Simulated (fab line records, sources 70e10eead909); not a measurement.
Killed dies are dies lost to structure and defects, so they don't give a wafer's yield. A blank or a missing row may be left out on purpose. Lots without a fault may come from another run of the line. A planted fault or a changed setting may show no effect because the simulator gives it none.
Problem report in the 8D (eight disciplines) form, filled by code | flow nand_harc | the parts of the form that need people (team, actions taken, sign-off) are left out

1. THE PROBLEM
thk_nm at NHARC_A_ONON_D1_THK_MEAS_21 reads a mean of 521 nm on 2 wafers of 2 lots; wafers without a fault read 1000 nm with a standard deviation of 9.7. That is -49 standard deviations from the usual mean.
The step: measures by ellipsometry.
First seen on wafer L392.4, day 15 18:31, on film_metro-01. The record holds 40 wafers of 14 lots with a number at this step. Rule for "out", or "out of limits": more than 4 standard deviations from the usual mean. The other wafers with a number count as sound.

2. WHAT IT IS AND WHAT IT IS NOT
question                    | is                           | is not
which readings at this step | thk_nm                       | -
which lots                  | L392, L393                   | L374, L375, L376, L377, L380, L381, L382, L383, L384, L385, L395, L397
which wafers of those lots  | L392.4, L393.1               | L392.3, L393.3
read on which gauges        | film_metro-01, film_metro-02 | -
when                        | from day 15 18:31            | up to then (31 sound wafers); but 7 sound wafers of L393, L395, L397 came after

3. SUSPECTS, AND WHAT RULES EACH OUT
Counting: a tool at a process step up to the reading stays a suspect if it ran every lot that is out. Sound lots after the first of them don't rule it out here, since some wafers of a struck lot are sound.
- the gauge at NHARC_A_ONON_D1_THK_MEAS_21: ruled out. The wafers that are out were read on 2 gauges (film_metro-01, film_metro-02).
- rie_diel-13 at NHARC_A_ZERO_WELL_ETCH_19 (etches the open film in N2/H2, target depth 80 nm, overetch 24 nm, time 87.88 s): kept. It ran every lot that is out, first L392 (day 14 09:55); its last sound lot up to then is L385 (day 11 06:18).
- pecvd_onon-03 at NHARC_A_ONON_D1_DEP_19 (target thk 1000 nm): kept. It ran every lot that is out, first L392 (day 15 18:08); its last sound lot up to then is L385 (day 12 17:13).
Left after counting: rie_diel-13 at NHARC_A_ZERO_WELL_ETCH_19, pecvd_onon-03 at NHARC_A_ONON_D1_DEP_19.

4. THE CAUSE (what the simulator had put in)
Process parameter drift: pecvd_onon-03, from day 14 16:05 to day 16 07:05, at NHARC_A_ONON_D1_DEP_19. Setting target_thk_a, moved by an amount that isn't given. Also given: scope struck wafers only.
Counting left 2 suspects, and this tool is among them.

5. THE CHAIN OF EFFECTS, in route order
Each row: a reading whose mean over the struck wafers that have a number lies more than 3 standard deviations from the usual. Only readings for which the record gives a usual standard deviation are gone through. hours: the time from each lot's start at the first step in this table that gives one to its start at this step, as a median over the lots. sigmas: the change in usual standard deviations.
hours | step                        | reading | usual   | on struck wafers | change | sigmas
0     | NHARC_A_ONON_D1_THK_MEAS_21 | thk_nm  | 1000 nm | 521              | -479   | -49
Later measuring or inspecting steps at which every struck wafer that the step has a row for has a number for every such reading, and none has moved that far: NHARC_A_ONON_D1_INSPECT_32.

6. WHAT WOULD HAVE CAUGHT IT SOONER
In this record the first reading out of limits at a measuring or inspecting step was taken at day 15 18:31, 26 hours after the fault began at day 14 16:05.
Of the lots that are out (2), L393 began NHARC_A_ONON_D1_DEP_19 on pecvd_onon-03 after day 15 18:31. A hold on the tool at that time would have spared it.
